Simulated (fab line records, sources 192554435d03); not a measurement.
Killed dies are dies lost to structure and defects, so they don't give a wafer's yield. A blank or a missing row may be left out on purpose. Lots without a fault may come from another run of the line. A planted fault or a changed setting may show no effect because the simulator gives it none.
fab line records | flow n5_finfet
record lots=5 wafers=15 last_day=15
route steps=1938 shown WELL_APT@39 PMOS_HMC_CHANNEL_EPI@57
lots that met no fault: from a run of the same line without faults
start_h: hours from the record's first day to the start of the lot's first wafer shown | wait_h: hours since the lot's step before | " the same as in the row above | L1.1+2: a row that stands for several wafers | - no value, or no start given | * or withheld: withheld | < > ~ a bound
route shown NAME@n: a module of which the file shows steps, and the number in the route of the first | usual: mean/standard deviation of fault-free wafers | same: alike in all rows | chamber/n: place in a boat | sites: the reading at each site | _std_site: their standard deviation | _edge_site: outer sites' mean less inner sites' | radius_mm: how far each site lies from the wafer's centre | mask NAME#n: copy n | behind: the tool/chamber that last shaped the wafer | hold: why the lot was held/for how many hours/how that ended | device: the transistor (n, p or np) that didn't switch | end of line: the same wafers' tests at the end of the route | a step without rows: its recipe alone | killed: dies lost to structure and defects at the first sort, not the wafer's yield | map: a wafer's dies, x killed, . not, _ none there
set.NAME: the setting as run; set.NAME@STEP: as run at that earlier step | model.NAME: the simulator's own value behind a step, which no gauge read
lots at some steps of the route; a table a step, a row a wafer
services: from which hour (start_h, from the record's first day; less than 0 if before it) a tool's chamber was out of use, for how many hours, and why
## steps
# step N5_WELL_APT_EXPOSE_22
# recipe mask_id=PWELL na=0.8 source_shape=conventional sigma_outer=0.8 polarization=unpolarized defocus_nm=0 target_cd_nm=200 dose_mj=23.2
# columns lot.wafer tool chamber start_h wait_h mask
L075.1+2+6 krf_scanner-02 0 20.64 - PWELL#0
L076.1+3+5 krf_scanner-01 0 26.90 - PWELL#0
L082.2+3+5 krf_scanner-02 0 62.78 - PWELL#0
L088.1+4+6 krf_scanner-02 0 98.64 - PWELL#0
L089.1+4+5 krf_scanner-02 0 104.85 - PWELL#0
# step N5_WELL_APT_PEB_23
# recipe peb_temp_c=130 peb_time_s=90
# usual chill_plate_temp_C=22.98/0.098
# columns lot.wafer tool chamber start_h wait_h chill_plate_temp_C
L075.1 litho_track-05 0 20.70 0.1 23.18
L075.2 " 0 " " 23.05
L075.6 " 0 " " 23.09
L076.1 litho_track-05 0 26.96 0.1 22.86
L076.3 " 0 " " 22.94
L076.5 " 0 " " 23.05
L082.2 litho_track-01 0 62.83 0.0 23.06
L082.3 " 0 " " 23.02
L082.5 " 0 " " 22.98
L088.1 litho_track-03 0 98.69 0.1 22.94
L088.4 " 0 " " 22.96
L088.6 " 0 " " 22.95
L089.1 litho_track-03 0 104.91 0.1 23.04
L089.4 " 0 " " 23.08
L089.5 " 0 " " 23.01
# step N5_WELL_APT_DEVELOP_24
# recipe develop_time_s=45 rinse_liquid=surfactant_rinse dry=air_spin dev_temp_c=21
# usual chill_plate_temp_C=22.99/0.099
# columns lot.wafer tool chamber start_h wait_h chill_plate_temp_C
L075.1 litho_track-05 0 - - 23.07
L075.2 " 0 " " 23.05
L075.6 " 0 " " 22.96
L076.1 litho_track-05 0 - - 23.04
L076.3 " 0 " " 22.89
L076.5 " 0 " " 22.80
L082.2 litho_track-01 0 - - 22.99
L082.3 " 0 " " 22.91
L082.5 " 0 " " 22.98
L088.1 litho_track-03 0 - - 23.28
L088.4 " 0 " " 23.10
L088.6 " 0 " " 23.01
L089.1 litho_track-03 0 - - 23.12
L089.4 " 0 " " 23.07
L089.5 " 0 " " 22.99
# step N5_WELL_APT_HARDBAKE_29
# recipe temp_c=130 time_s=120
# usual chill_plate_temp_C=22.97/0.09
# columns lot.wafer tool chamber start_h wait_h chill_plate_temp_C
L075.1 litho_track-05 0 - - 22.86
L075.2 " 0 " " 22.98
L075.6 " 0 " " 22.88
L076.1 litho_track-05 0 - - 22.92
L076.3 " 0 " " 22.98
L076.5 " 0 " " 22.98
L082.2 litho_track-01 0 - - 22.95
L082.3 " 0 " " 23.13
L082.5 " 0 " " 22.82
L088.1 litho_track-03 0 - - 22.84
L088.4 " 0 " " 23.00
L088.6 " 0 " " 22.79
L089.1 litho_track-03 0 - - 23.01
L089.4 " 0 " " 22.98
L089.5 " 0 " " 22.95
# step N5_WELL_APT_CD_MEAS_25
# recipe target_cd_nm=200 landing_energy_ev=500 detector=se_inlens
# usual cd_nm=200.5/1.4
# columns lot.wafer tool chamber start_h wait_h cd_nm
L075.1 cd_sem-03 0 20.82 - 201.2
L075.2 " 0 " " 200.4
L075.6 " 0 " " 199.8
L076.1 cd_sem-01 0 27.07 - 202.4
L076.3 " 0 " " 199.9
L076.5 " 0 " " 199.7
L082.2 cd_sem-01 0 62.95 - 199.5
L082.3 " 0 " " 198.6
L082.5 " 0 " " 197.6
L088.1 cd_sem-02 0 98.81 - 200.3
L088.4 " 0 " " 201.1
L088.6 " 0 " " 199.4
L089.1 cd_sem-02 0 105.02 - 200.6
L089.4 " 0 " " 200.7
L089.5 " 0 " " 199.8
# step N5_WELL_APT_OVL_MEAS_26
# recipe points_per_wafer=44
# usual PWELL_OVL=2/5.1
# columns lot.wafer tool chamber start_h wait_h PWELL_OVL[nm]
L075.1 overlay-01 0 20.85 0.0 -3
L075.2 " 0 " " 3
L075.6 " 0 " " 11
L076.1 overlay-02 0 27.10 0.0 7
L076.3 " 0 " " 8
L076.5 " 0 " " 14
L082.2 overlay-02 0 62.98 0.0 3
L082.3 " 0 " " -10
L082.5 " 0 " " -2
L088.1 overlay-01 0 98.84 0.0 -7
L088.4 " 0 " " -1
L088.6 " 0 " " -1
L089.1 overlay-02 0 105.05 0.0 7
L089.4 " 0 " " 4
L089.5 " 0 " " 7
# step N5_WELL_APT_INSPECT_27
# recipe mode=adi inspect_instrument=macro
# usual raw_defect_count=2.2/1.3
# columns lot.wafer tool chamber start_h wait_h raw_defect_count
L075.1 defect_inspect-01 - 20.87 0.0 3
L075.2 " - " " 0
L075.6 " - " " 5
L076.1 defect_inspect-02 - 27.12 0.0 3
L076.3 " - " " 4
L076.5 " - " " 1
L082.2 defect_inspect-01 - 63.00 0.0 0
L082.3 " - " " 2
L082.5 " - " " 2
L088.1 defect_inspect-02 - 98.86 0.0 1
L088.4 " - " " 1
L088.6 " - " " 1
L089.1 defect_inspect-01 - 105.08 0.0 3
L089.4 " - " " 1
L089.5 " - " " 2
# step N5_WELL_APT_DESCUM_30
# recipe chemistry=O2 time_s=7.9 source_power_w=50 bias_power_w=20 pressure_mtorr=20 rf_frequency_hz=2.712e+07 temp_c=40 o2_flow_sccm=225
# usual bias_power_w=20.00/0.058 drypump_motor_current_A=5.8/0.58 oes_product_au=0.79/0.083 rf_vpp_V=243.3/1.3 showerhead_plenum_p_Torr=2.10/0.065 throttle_valve_pct=20.46/0.26
# columns lot.wafer tool chamber start_h wait_h bias_power_w drypump_motor_current_A oes_product_au rf_hours_counter_h rf_vpp_V showerhead_plenum_p_Torr throttle_valve_pct
L075.1 rie_diel-06 3 20.94 0.1 20.01 4.9 0.89 35 243.3 2.13 20.42
L075.2 " 0 " " 19.98 6.8 0.86 57 242.3 2.03 19.95
L075.6 " 1 " " 20.04 5.7 0.81 - 244.4 2.21 20.74
L076.1 rie_diel-06 2 27.16 0.0 20.09 6.0 0.78 104 241.7 2.02 20.18
L076.3 " 0 " " 19.89 6.8 0.86 60 242.9 2.03 19.95
L076.5 " 2 " " 20.09 6.0 0.78 - 243.6 2.02 20.18
L082.2 rie_diel-06 3 63.14 0.1 19.93 4.9 0.86 49 243.1 2.12 20.43
L082.3 " 1 " " 19.91 5.7 0.78 99 245.6 2.21 20.77
L082.5 " 3 " " 19.97 4.9 0.85 - 243.4 2.12 20.45
L088.1 rie_diel-04 2 98.90 0.0 19.96 5.8 0.89 34 243.1 2.05 20.45
L088.4 " 2 " " 20.02 5.8 0.88 - 242.2 2.05 20.43
L088.6 " 1 " " 20.11 6.0 0.68 - 243.0 2.06 20.63
L089.1 rie_diel-04 3 105.11 0.0 19.97 6.0 0.90 24 244.2 2.23 20.25
L089.4 " 3 " " 19.99 6.0 0.89 - 245.7 2.23 20.26
L089.5 " 2 " " 20.08 5.8 0.89 - 243.3 2.05 20.45
# step N5_WELL_APT_IMPLANT_31
# recipe species=B energy_kev=60 dose_cm2=1.5e+13 tilt_deg=0 rotation_deg=0
# columns lot.wafer tool chamber start_h wait_h
L075.1+2+6 implanter-02 0 21.04 0.1
L076.1+3+5 implanter-02 0 27.26 0.1
L082.2+3+5 implanter-02 0 63.27 0.1
L088.1+4+6 implanter-01 0 99.00 0.1
L089.1+4+5 implanter-02 0 105.21 0.1
# step N5_WELL_APT_IMPLANT_32
# recipe species=BF2 energy_kev=50 dose_cm2=2e+13 tilt_deg=0 rotation_deg=0
# columns lot.wafer tool chamber start_h wait_h
L075.1+2+6 implanter-02 0 21.22 0.1
L076.1+3+5 implanter-02 0 27.44 0.1
L082.2+3+5 implanter-02 0 63.45 0.1
L088.1+4+6 implanter-01 0 99.18 0.1
L089.1+4+5 implanter-02 0 105.39 0.1
# step N5_WELL_APT_STRIP_33
# recipe chemistry=SPM time_s=900 temp_c=130 h2so4_h2o2_vol_ratio=4 dry=ipa_marangoni
# columns lot.wafer tool chamber start_h wait_h
L075.1+2+6 wet_bench-03 3,1,7 21.45 0.2
L076.1+3+5 wet_bench-02 2,5,1 27.66 0.2
L082.2+3+5 wet_bench-05 7,0,6 63.63 0.1
L088.1+4+6 wet_bench-05 2,5,7 99.38 0.2
L089.1+4+5 wet_bench-03 1,4,0 105.60 0.2
# step N5_WELL_APT_RTA_34
# recipe temp_c=1000 time_s=10 ambient=N2 idle_temp_c=600 ramp_up_c_per_s=150 ramp_down_c_per_s=60 cool_to_c=600
# usual lamp_power_pct=13.00/0.056 wafer_temp_C_max=1003.5/1.1
# columns lot.wafer tool chamber start_h wait_h lamp_power_pct wafer_temp_C_max
L075.1 rtp_anneal-02 0 21.72 0.0 12.94 1004.9
L075.2 " 0 " " 13.04 1003.2
L075.6 " 0 " " 12.98 1003.7
L076.1 rtp_anneal-02 0 27.93 0.0 12.98 1002.8
L076.3 " 0 " " 12.98 1003.7
L076.5 " 0 " " 12.94 1004.0
L082.2 rtp_anneal-01 0 63.93 0.0 12.97 1004.8
L082.3 " 0 " " 13.06 1004.5
L082.5 " 0 " " 12.91 1004.1
L088.1 rtp_anneal-01 0 99.66 0.0 13.04 1002.1
L088.4 " 0 " " 13.01 1007.3
L088.6 " 0 " " 13.01 1003.3
L089.1 rtp_anneal-02 0 106.07 0.2 12.96 1003.9
L089.4 " 0 " " 13.05 1003.1
L089.5 " 0 " " 13.00 1003.7
# step N5_WELL_APT_OXIDE_STRIP_42
# recipe chemistry=dHF dilution=25:1 time_s=45 temp_c=25 target=SiO2 target_depth_a=120
# columns lot.wafer tool chamber start_h wait_h
L075.1+2+6 wet_bench-03 3,0,2 21.88 0.1
L076.1+3+5 wet_bench-05 7,2,3 28.08 0.1
L082.2+3+5 wet_bench-03 3,2,7 64.05 0.1
L088.1+4+6 wet_bench-03 1,3,0 99.80 0.1
L089.1+4+5 wet_bench-05 3,4,7 106.23 0.1
# step N5_WELL_APT_PRECLEAN_36
# recipe chemistry=O3/DIW time_s=45 temp_c=22 o3_ppm=10
# columns lot.wafer tool chamber start_h wait_h
L075.1+2+6 wet_bench-03 3,0,2 21.89 0.0
L076.1+3+5 wet_bench-05 7,2,3 28.10 0.0
L082.2+3+5 wet_bench-03 3,2,7 64.07 0.0
L088.1+4+6 wet_bench-03 1,3,0 99.82 0.0
L089.1+4+5 wet_bench-05 3,4,7 106.24 0.0
# step N5_WELL_APT_PRECLEAN_39
# recipe chemistry=dHF time_s=60 dilution=150:1 temp_c=25
# columns lot.wafer tool chamber start_h wait_h
L075.1+2+6 wet_bench-03 3,0,2 21.91 0.0
L076.1+3+5 wet_bench-05 7,2,3 28.11 0.0
L082.2+3+5 wet_bench-03 3,2,7 64.08 0.0
L088.1+4+6 wet_bench-03 1,3,0 99.83 0.0
L089.1+4+5 wet_bench-05 3,4,7 106.26 0.0
# step N5_WELL_APT_SRD_37
# recipe dry=ipa_marangoni do_ppb=5 time_s=30 temp_c=23 rinse_liquid=diw
# columns lot.wafer tool chamber start_h wait_h
L075.1+2+6 wet_bench-03 3,0,2 21.92 0.0
L076.1+3+5 wet_bench-05 7,2,3 28.12 0.0
L082.2+3+5 wet_bench-03 3,2,7 64.10 0.0
L088.1+4+6 wet_bench-03 1,3,0 99.85 0.0
L089.1+4+5 wet_bench-05 3,4,7 106.27 0.0
# step N5_WELL_APT_EPI_41
# recipe material=Si target_thk_a=500 temp_c=650 precursor=SiH4/H2 pressure_torr=20 time_s=297.7
# usual chamber_pressure_Torr=20.01/0.045 throttle_valve_pct=11.3/0.51
# columns lot.wafer tool chamber start_h wait_h chamber_pressure_Torr throttle_valve_pct
L075.1 epi_rpcvd-03 0 21.97 0.0 20.04 11.9
L075.2 " 0 " " 20.05 11.9
L075.6 " 0 " " 20.04 11.9
L076.1 epi_rpcvd-02 0 28.17 0.0 19.96 11.0
L076.3 " 0 " " 20.05 10.7
L076.5 " 0 " " 20.05 11.2
L082.2 epi_rpcvd-03 0 64.29 0.2 19.90 11.8
L082.3 " 0 " " 19.98 11.9
L082.5 " 0 " " 19.98 12.0
L088.1 epi_rpcvd-04 0 99.90 0.0 20.05 10.5
L088.4 " 0 " " 20.01 10.6
L088.6 " 0 " " 20.03 10.6
L089.1 epi_rpcvd-03 0 106.32 0.0 19.96 11.6
L089.4 " 0 " " 20.00 12.2
L089.5 " 0 " " 20.01 11.8
# step N5_WELL_APT_INSPECT_38
# recipe inspect_instrument=darkfield mode=post_epi
# usual raw_defect_count=15/5.7
# columns lot.wafer tool chamber start_h wait_h raw_defect_count
L075.1 defect_inspect-01 - 22.61 0.5 10
L075.2 " - " " 9
L075.6 " - " " 16
L076.1 defect_inspect-01 - 28.81 0.5 12
L076.3 " - " " 16
L076.5 " - " " 12
L082.2 defect_inspect-02 - 64.99 0.6 12
L082.3 " - " " 13
L082.5 " - " " 19
L088.1 defect_inspect-02 - 100.54 0.5 13
L088.4 " - " " 14
L088.6 " - " " 15
L089.1 defect_inspect-02 - 107.16 0.7 15
L089.4 " - " " 21
L089.5 " - " " 10
# step N5_PMOS_HMC_CHANNEL_EPI_HM_DEP_34
# recipe material=SiO2 target_thk_a=360 temp_c=400 precursor=TEOS/O2 pressure_torr=6.5 rf_w=900 teos_flow_sccm=161.4 gas=O2 flow_sccm=2650 time_s=6.9
# usual chamber_pressure_Torr=6.501/0.015 heater_power_w=585/130 showerhead_plenum_p_Torr=8.32/0.032 throttle_valve_pct=19.0/0.83
# columns lot.wafer tool chamber start_h wait_h chamber_pressure_Torr heater_power_w showerhead_plenum_p_Torr throttle_valve_pct
L075.1 pecvd-04 1 22.65 0.0 6.479 709 8.38 18.1
L075.2 " 0 " " 6.485 487 8.33 18.7
L075.6 " 1 " " 6.481 724 8.38 18.0
L076.1 pecvd-01 0 28.85 0.0 6.517 655 8.36 19.4
L076.3 " 1 " " 6.490 624 8.33 19.9
L076.5 " 1 " " 6.497 619 8.34 20.0
L082.2 pecvd-04 1 65.03 0.0 6.504 777 8.35 17.9
L082.3 " 0 " " 6.484 462 8.35 19.0
L082.5 " 1 " " 6.506 798 8.38 18.4
L088.1 pecvd-02 1 100.58 0.0 6.484 557 8.29 20.2
L088.4 " 2 " " 6.473 471 8.30 19.1
L088.6 " 0 " " 6.477 455 8.32 19.4
L089.1 pecvd-02 2 107.20 0.0 6.510 467 8.32 18.9
L089.4 " 0 " " 6.495 474 8.31 19.3
L089.5 " 2 " " 6.503 481 8.30 19.2
# step N5_PMOS_HMC_CHANNEL_EPI_COAT_31
# recipe resist=BARC temp_c=205 time_s=60 spin_rpm=1500 resist_thk_nm=66
# usual chill_plate_temp_C=22.98/0.091
# columns lot.wafer tool chamber start_h wait_h chill_plate_temp_C
L075.1 litho_track-02 0 22.70 0.0 22.97
L075.2 " 0 " " 22.97
L075.6 " 0 " " 23.02
L076.1 litho_track-04 0 28.90 0.0 23.09
L076.3 " 0 " " 22.98
L076.5 " 0 " " 22.93
L082.2 litho_track-05 0 65.10 0.1 23.05
L082.3 " 0 " " 22.92
L082.5 " 0 " " 23.08
L088.1 litho_track-04 0 100.63 0.0 23.07
L088.4 " 0 " " 22.95
L088.6 " 0 " " 23.03
L089.1 litho_track-04 0 107.25 0.0 22.94
L089.4 " 0 " " 22.98
L089.5 " 0 " " 22.92
# step N5_PMOS_HMC_CHANNEL_EPI_COAT_03
# recipe resist=CAR-ArF-block spin_rpm=1500 resist_thk_nm=205
# usual chill_plate_temp_C=23.00/0.098
# columns lot.wafer tool chamber start_h wait_h chill_plate_temp_C
L075.1 litho_track-02 0 - - 23.07
L075.2 " 0 " " 23.18
L075.6 " 0 " " 22.98
L076.1 litho_track-04 0 - - 23.04
L076.3 " 0 " " 23.12
L076.5 " 0 " " 22.99
L082.2 litho_track-05 0 - - 22.98
L082.3 " 0 " " 22.86
L082.5 " 0 " " 22.98
L088.1 litho_track-04 0 - - 22.99
L088.4 " 0 " " 23.00
L088.6 " 0 " " 23.03
L089.1 litho_track-04 0 - - 23.11
L089.4 " 0 " " 23.07
L089.5 " 0 " " 22.98
# step N5_PMOS_HMC_CHANNEL_EPI_EBR_05
# recipe solvent=PGMEA ebr_width_mm=1.5
# usual chill_plate_temp_C=22.99/0.12
# columns lot.wafer tool chamber start_h wait_h chill_plate_temp_C
L075.1 litho_track-02 0 - - 22.74
L075.2 " 0 " " 22.84
L075.6 " 0 " " 22.89
L076.1 litho_track-04 0 - - 23.21
L076.3 " 0 " " 22.95
L076.5 " 0 " " 23.27
L082.2 litho_track-05 0 - - 22.91
L082.3 " 0 " " 23.01
L082.5 " 0 " " 22.93
L088.1 litho_track-04 0 - - 22.98
L088.4 " 0 " " 22.98
L088.6 " 0 " " 22.98
L089.1 litho_track-04 0 - - 22.93
L089.4 " 0 " " 22.80
L089.5 " 0 " " 23.01
# step N5_PMOS_HMC_CHANNEL_EPI_SOFTBAKE_04
# recipe temp_c=110 time_s=60 resist=CAR-ArF-block
# usual chill_plate_temp_C=22.98/0.11
# columns lot.wafer tool chamber start_h wait_h chill_plate_temp_C
L075.1 litho_track-02 0 - - 23.05
L075.2 " 0 " " 23.11
L075.6 " 0 " " 22.97
L076.1 litho_track-04 0 - - 22.75
L076.3 " 0 " " 22.97
L076.5 " 0 " " 22.85
L082.2 litho_track-05 0 - - 22.99
L082.3 " 0 " " 23.02
L082.5 " 0 " " 22.96
L088.1 litho_track-04 0 - - 23.04
L088.4 " 0 " " 23.02
L088.6 " 0 " " 22.81
L089.1 litho_track-04 0 - - 23.13
L089.4 " 0 " " 22.94
L089.5 " 0 " " 22.86
# step N5_PMOS_HMC_CHANNEL_EPI_EXPOSE_06
# recipe mask_id=PMOS_HMC_BLK na=1.35 source_shape=conventional sigma_outer=0.8 polarization=unpolarized target_cd_nm=240 dose_mj=41
# columns lot.wafer tool chamber start_h wait_h mask
L075.1+2+6 arfi_scanner-03 0 22.93 - PMOS_HMC_BLK#0
L076.1+3+5 arfi_scanner-02 0 29.13 - PMOS_HMC_BLK#0
L082.2+3+5 arfi_scanner-03 0 65.33 - PMOS_HMC_BLK#0
L088.1+4+6 arfi_scanner-02 0 100.85 - PMOS_HMC_BLK#0
L089.1+4+5 arfi_scanner-01 0 107.48 - PMOS_HMC_BLK#0
# step N5_PMOS_HMC_CHANNEL_EPI_PEB_07
# recipe peb_temp_c=110 peb_time_s=60 resist=CAR-ArF-block
# usual chill_plate_temp_C=22.99/0.09
# columns lot.wafer tool chamber start_h wait_h chill_plate_temp_C
L075.1 litho_track-05 0 22.98 0.1 23.04
L075.2 " 0 " " 23.15
L075.6 " 0 " " 22.89
L076.1 litho_track-04 0 29.18 0.1 23.05
L076.3 " 0 " " 22.82
L076.5 " 0 " " 22.91
L082.2 litho_track-04 0 65.38 0.0 23.10
L082.3 " 0 " " 23.03
L082.5 " 0 " " 22.91
L088.1 litho_track-04 0 100.91 0.1 23.00
L088.4 " 0 " " 23.21
L088.6 " 0 " " 22.93
L089.1 litho_track-04 0 107.53 0.1 23.05
L089.4 " 0 " " 23.01
L089.5 " 0 " " 22.97
# step N5_PMOS_HMC_CHANNEL_EPI_DEVELOP_08
# recipe develop_time_s=30 developer=TMAH resist=CAR-ArF-block dev_temp_c=23 rinse_liquid=diw dry=air_spin
# usual chill_plate_temp_C=22.98/0.11
# columns lot.wafer tool chamber start_h wait_h chill_plate_temp_C
L075.1 litho_track-05 0 - - 22.96
L075.2 " 0 " " 22.98
L075.6 " 0 " " 22.90
L076.1 litho_track-04 0 - - 22.82
L076.3 " 0 " " 22.84
L076.5 " 0 " " 22.82
L082.2 litho_track-04 0 - - 23.05
L082.3 " 0 " " 23.06
L082.5 " 0 " " 23.13
L088.1 litho_track-04 0 - - 22.95
L088.4 " 0 " " 23.07
L088.6 " 0 " " 23.04
L089.1 litho_track-04 0 - - 23.14
L089.4 " 0 " " 23.01
L089.5 " 0 " " 23.12
# step N5_PMOS_HMC_CHANNEL_EPI_CD_MEAS_09
# recipe target_cd_nm=237.4 landing_energy_ev=500 detector=se_inlens
# usual cd_nm=237.5/0.83
# columns lot.wafer tool chamber start_h wait_h cd_nm
L075.1 cd_sem-03 0 23.05 - 238.0
L075.2 " 0 " " 238.3
L075.6 " 0 " " 238.1
L076.1 cd_sem-03 0 29.25 - 235.0
L076.3 " 0 " " 237.5
L076.5 " 0 " " 236.4
L082.2 cd_sem-01 0 65.45 - 238.4
L082.3 " 0 " " 236.4
L082.5 " 0 " " 237.0
L088.1 cd_sem-01 0 100.98 - 237.9
L088.4 " 0 " " 237.9
L088.6 " 0 " " 237.7
L089.1 cd_sem-01 0 107.60 - 236.7
L089.4 " 0 " " 237.2
L089.5 " 0 " " 236.7
# step N5_PMOS_HMC_CHANNEL_EPI_OVL_MEAS_10
# recipe points_per_wafer=44
# usual PMOS_HMC_BLK_OVL=0.1/0.79
# columns lot.wafer tool chamber start_h wait_h PMOS_HMC_BLK_OVL[nm]
L075.1 overlay-02 0 23.08 0.0 -0.5
L075.2 " 0 " " -0.2
L075.6 " 0 " " -0.2
L076.1 overlay-02 0 29.28 0.0 0.0
L076.3 " 0 " " -0.1
L076.5 " 0 " " -0.1
L082.2 overlay-02 0 65.48 0.0 -1.0
L082.3 " 0 " " -0.3
L082.5 " 0 " " -0.7
L088.1 overlay-02 0 101.01 0.0 1.0
L088.4 " 0 " " 0.9
L088.6 " 0 " " 0.8
L089.1 overlay-02 0 107.63 0.0 0.1
L089.4 " 0 " " 0.1
L089.5 " 0 " " 0.4
# step N5_PMOS_HMC_CHANNEL_EPI_INSPECT_11
# recipe mode=adi inspect_instrument=macro
# usual raw_defect_count=1.9/1.3
# columns lot.wafer tool chamber start_h wait_h raw_defect_count
L075.1 defect_inspect-01 - 23.10 0.0 4
L075.2 " - " " 4
L075.6 " - " " 3
L076.1 defect_inspect-02 - 29.30 0.0 2
L076.3 " - " " 1
L076.5 " - " " 2
L082.2 defect_inspect-01 - 65.50 0.0 4
L082.3 " - " " 1
L082.5 " - " " 2
L088.1 defect_inspect-02 - 101.03 0.0 3
L088.4 " - " " 2
L088.6 " - " " 2
L089.1 defect_inspect-02 - 107.65 0.0 2
L089.4 " - " " 0
L089.5 " - " " 1
# step N5_PMOS_HMC_CHANNEL_EPI_DESCUM_14
# recipe chemistry=O2 time_s=7.9 source_power_w=50 bias_power_w=20 pressure_mtorr=20 rf_frequency_hz=2.712e+07 temp_c=40 resist=CAR-ArF-block o2_flow_sccm=225
# usual bias_power_w=20.01/0.062 drypump_motor_current_A=5.6/0.59 oes_product_au=0.76/0.079 rf_vpp_V=243.4/1.6 showerhead_plenum_p_Torr=2.11/0.088 throttle_valve_pct=20.41/0.19
# columns lot.wafer tool chamber start_h wait_h bias_power_w drypump_motor_current_A oes_product_au rf_hours_counter_h rf_vpp_V showerhead_plenum_p_Torr throttle_valve_pct
L075.1 rie_diel-03 3 23.14 0.0 19.96 5.2 0.83 69 241.1 1.95 20.10
L075.2 " 0 " " 19.93 5.4 0.75 175 245.9 2.18 20.34
L075.6 " 0 " " 19.99 5.4 0.75 - 243.2 2.18 20.34
L076.1 rie_diel-01 1 29.34 0.0 20.04 5.8 0.68 238 242.2 1.98 20.55
L076.3 " 0 " " 19.99 6.0 0.72 199 245.3 2.17 20.58
L076.5 " 2 " " 19.98 6.4 0.78 - 245.4 2.18 20.62
L082.2 rie_diel-03 1 65.54 0.0 20.07 5.4 0.76 150 244.0 2.18 20.26
L082.3 " 3 " " 20.05 5.2 0.81 86 238.2 1.94 20.14
L082.5 " 1 " " 20.09 5.5 0.76 - 245.0 2.18 20.26
L088.1 rie_diel-01 2 101.07 0.0 20.05 6.4 0.76 156 243.4 2.17 20.66
L088.4 " 3 " " 20.03 4.8 0.68 225 244.7 2.15 20.32
L088.6 " 0 " " 19.96 6.0 0.70 - 245.1 2.16 20.59
L089.1 rie_diel-03 0 107.69 0.0 20.03 5.4 0.72 206 243.7 2.17 20.39
L089.4 " 3 " " 20.07 5.2 0.80 - 239.2 1.94 20.16
L089.5 " 2 " " 19.89 5.1 0.78 - 245.4 2.19 20.32
# step N5_PMOS_HMC_CHANNEL_EPI_ETCH_32
# recipe chemistry=N2/H2 target=BARC stop_on=SiO2 target_depth_a=858 over_etch_frac=0.3 time_s=50.3 ion_energy_ev=200 mask_material=CAR-ArF-block pressure_mtorr=30 source_w=840 bias_w=150 n2_flow_sccm=200 h2_flow_sccm=200
# usual drypump_motor_current_A=5.7/0.59 oes_product_au=0.65/0.063 rf_vpp_V=524.5/3 showerhead_plenum_p_Torr=2.57/0.1 throttle_valve_pct=17.90/0.25
# same over_etch_frac=0.3
# columns lot.wafer tool chamber start_h wait_h drypump_motor_current_A oes_product_au rf_hours_counter_h rf_vpp_V showerhead_plenum_p_Torr throttle_valve_pct
L075.1 rie_diel-03 3 23.17 0.0 5.2 0.71 69 519.8 2.37 17.61
L075.2 " 0 " " 5.4 0.64 175 526.3 2.63 17.82
L075.6 " 0 " " 5.4 0.64 - 525.9 2.63 17.81
L076.1 rie_diel-01 1 29.37 0.0 5.8 0.58 238 521.2 2.40 17.94
L076.3 " 0 " " 6.0 0.62 199 525.5 2.64 18.01
L076.5 " 2 " " 6.3 0.67 - 526.7 2.66 18.23
L082.2 rie_diel-03 1 65.57 0.0 5.5 0.65 150 527.1 2.65 17.71
L082.3 " 3 " " 5.2 0.69 86 519.4 2.37 17.65
L082.5 " 1 " " 5.5 0.64 - 525.5 2.65 17.71
L088.1 rie_diel-01 2 101.10 0.0 6.4 0.65 156 526.9 2.65 18.28
L088.4 " 3 " " 4.9 0.59 225 525.4 2.62 17.85
L088.6 " 0 " " 6.0 0.60 - 525.8 2.63 18.07
L089.1 rie_diel-03 0 107.72 0.0 5.4 0.61 206 526.6 2.62 17.87
L089.4 " 3 " " 5.2 0.68 - 519.1 2.36 17.67
L089.5 " 2 " " 5.2 0.66 - 526.6 2.66 17.69
# step N5_PMOS_HMC_CHANNEL_EPI_HM_OPEN_15
# recipe chemistry=CHF3/O2 target=SiO2 mask_material=CAR-ArF-block target_depth_a=406 CHF3_flow_sccm=50 O2_flow_sccm=5 Ar_flow_sccm=200 time_s=20.3 pressure_mtorr=30 source_w=650 bias_w=170 ion_energy_ev=200
# usual drypump_motor_current_A=5.6/0.59 oes_product_au=0.76/0.078 rf_vpp_V=523/4.3 showerhead_plenum_p_Torr=2.43/0.096 throttle_valve_pct=18.90/0.18
# columns lot.wafer tool chamber start_h wait_h drypump_motor_current_A oes_product_au rf_hours_counter_h rf_vpp_V showerhead_plenum_p_Torr throttle_valve_pct
L075.1 rie_diel-03 3 23.21 0.0 5.2 0.83 69 521 2.25 18.62
L075.2 " 0 " " 5.4 0.75 175 530 2.49 18.73
L075.6 " 0 " " 5.4 0.75 - 530 2.49 18.72
L076.1 rie_diel-01 1 29.42 0.0 5.8 0.68 238 518 2.28 19.04
L076.3 " 0 " " 6.0 0.72 199 525 2.48 19.00
L076.5 " 2 " " 6.4 0.79 - 523 2.51 19.15
L082.2 rie_diel-03 1 65.61 0.0 5.4 0.76 150 528 2.51 18.75
L082.3 " 3 " " 5.2 0.81 86 521 2.25 18.65
L082.5 " 1 " " 5.4 0.76 - 528 2.51 18.74
L088.1 rie_diel-01 2 101.14 0.0 6.4 0.76 156 521 2.50 19.19
L088.4 " 3 " " 4.9 0.69 225 521 2.49 18.90
L088.6 " 0 " " 6.0 0.70 - 526 2.47 19.06
L089.1 rie_diel-03 0 107.77 0.0 5.4 0.72 206 529 2.48 18.77
L089.4 " 3 " " 5.2 0.80 - 520 2.24 18.67
L089.5 " 2 " " 5.2 0.77 - 522 2.51 18.75
## services
# columns tool chamber start_h hours kind
pecvd-02 - 2.80 6.0 pm
rie_diel-03 2 3.00 64.7 repair
arfi_scanner-03 - 3.14 1.0 pm
wet_bench-05 - 5.28 5.8 repair
krf_scanner-02 - 5.76 0.9 repair
arfi_scanner-02 - 7.25 0.8 pm
rie_diel-06 - 9.71 1.2 repair
arfi_scanner-03 - 11.92 1.3 pm
implanter-01 - 20.69 5.3 pm
implanter-01 - 27.53 2.8 repair
krf_scanner-02 - 29.71 0.8 pm
arfi_scanner-02 - 31.57 0.5 repair
pecvd-04 - 34.40 0.8 repair
implanter-02 - 52.08 1.8 repair
arfi_scanner-03 - 54.33 9.9 repair
implanter-01 - 61.21 4.0 repair
epi_rpcvd-03 - 68.84 2.8 pm
krf_scanner-02 - 69.21 11.6 pm
implanter-02 - 69.66 13.1 pm
arfi_scanner-02 - 73.00 1.0 pm
implanter-01 - 82.19 8.3 repair
arfi_scanner-02 - 85.60 1.1 repair
rie_diel-03 1 95.95 26.3 repair
krf_scanner-02 - 99.70 1.3 pm
## key
fault none
